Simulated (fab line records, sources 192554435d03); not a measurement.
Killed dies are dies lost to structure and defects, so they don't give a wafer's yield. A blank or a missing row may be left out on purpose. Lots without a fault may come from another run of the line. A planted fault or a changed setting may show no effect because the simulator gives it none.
Split-lot experiment | flow n5_finfet | 7 lots, 21 wafers read, on a route of 1938 steps

THE SPLIT
At N5_BEOL_M6_COAT_22 (resist thk 30 nm), the setting spin_rpm was moved away from the recipe's 1500 rpm on 6 of the 21 wafers read, by -7.9% to +9.0%. The other wafers ran this setting at the recipe's value.

FROM THE SPLIT TO THE READING: what the file shows between them, 4 steps
- N5_BEOL_M6_EBR_24
- N5_BEOL_M6_SOFTBAKE_23: time 60 s
- N5_BEOL_M6_EXPOSE_25: exposes mask V5, target cd 40 nm
- N5_BEOL_M6_PEB_26: peb time 60 s

THE READING
CAR-EUV_of_BEOL_M6_COAT_22.thk_nm (the simulator's own value, which no gauge read), in nm, at N5_BEOL_M6_DEVELOP_27 (develop time 30 s). The file gives no usual value for it. The 15 wafers here that ran the recipe average 29.6 nm, standard deviation 0.11 nm.

wafer  | tool, chamber at the split | spin_rpm as run, rpm | against the recipe | CAR-EUV_of_BEOL_M6_COAT_22.thk_nm, nm | against lot-mates on the recipe
L076.1 | litho_track-04, 0          | 1634                 | +8.9%              | 28.4                                  | -1.2
L076.3 | litho_track-04, 0          | 1500                 | recipe             | 29.6                                  | -
L076.5 | litho_track-04, 0          | 1500                 | recipe             | 29.6                                  | -
L077.1 | litho_track-05, 0          | 1500                 | recipe             | 29.8                                  | -
L077.2 | litho_track-05, 0          | 1622                 | +8.1%              | 28.6                                  | -1.2
L077.4 | litho_track-05, 0          | 1622                 | +8.1%              | 28.6                                  | -1.2
L081.2 | litho_track-02, 0          | 1500                 | recipe             | 29.6                                  | -
L081.3 | litho_track-02, 0          | 1500                 | recipe             | 29.6                                  | -
L081.5 | litho_track-02, 0          | 1500                 | recipe             | 29.6                                  | -
L086.4 | litho_track-05, 0          | 1500                 | recipe             | 29.6                                  | -
L086.5 | litho_track-05, 0          | 1500                 | recipe             | 29.6                                  | -
L086.6 | litho_track-05, 0          | 1500                 | recipe             | 29.6                                  | -
L092.1 | litho_track-04, 0          | 1500                 | recipe             | 29.6                                  | -
L092.6 | litho_track-04, 0          | 1500                 | recipe             | 29.6                                  | -
L092.3 | litho_track-04, 0          | 1635                 | +9.0%              | 28.4                                  | -1.2
L094.1 | litho_track-02, 0          | 1382                 | -7.9%              | 30.8                                  | +1.4
L094.5 | litho_track-02, 0          | 1382                 | -7.9%              | 30.6                                  | +1.2
L094.6 | litho_track-02, 0          | 1500                 | recipe             | 29.4                                  | -
L096.1 | litho_track-02, 0          | 1500                 | recipe             | 29.4                                  | -
L096.5 | litho_track-02, 0          | 1500                 | recipe             | 29.4                                  | -
L096.6 | litho_track-02, 0          | 1500                 | recipe             | 29.4                                  | -

THE FIT
A straight line over all 21 wafers: CAR-EUV_of_BEOL_M6_COAT_22.thk_nm changes by -0.131 nm for each +1% of spin_rpm; r = -0.98; the points scatter about the line by 0.11 nm.
The same after taking each lot's own level away (the mean of its wafers on the recipe; 21 wafers): -0.149 nm for each +1%; r = -1.00; scatter 0.063 nm.
On that fit, the largest move of spin_rpm shifts the reading by 1.3 nm.
The lots' own levels span 29.40 to 29.80 nm, that is 3.7 times the standard deviation above.
So the lot-to-lot level changes the slope: the two fits differ.
Check: with one of the wafers moved furthest among these (+9.0%) left out of the fit, the line predicts -1.34 nm for it against its lot-mates. It came out at -1.2 nm against them.

OTHER SPLITS ON THESE WAFERS
These wafers also went through other splits before the reading. Each is held against what the fit with the lots' levels taken away leaves over:
other split on the same wafers | wafers away from the commonest value | r with CAR-EUV_of_BEOL_M6_COAT_22.thk_nm (lot level and that fit taken away)
N5_BEOL_M5_EXPOSE_08 dose_mj   | 4                                    | -0.19

THE WHOLE CHAIN: every reading that the file lists as answering this split, in the file's order
step                  | what it does      | reading                                                                            | change (the file's fit)               | r (the file's)
N5_BEOL_M6_COAT_22    | resist thk 30 nm  | CAR-EUV_of_BEOL_M6_COAT_22.thk_nm (the simulator's own value, which no gauge read) | -0.15 nm for each +1% of the setting  | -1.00
N5_BEOL_M6_DEVELOP_27 | develop time 30 s | CAR-EUV_of_BEOL_M6_COAT_22.thk_nm (the simulator's own value, which no gauge read) | -0.144 nm for each +1% of the setting | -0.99

THE FILE'S OWN FIT
CAR-EUV_of_BEOL_M6_COAT_22.thk_nm changes by -0.144 nm for each +1% of spin_rpm, r = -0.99.
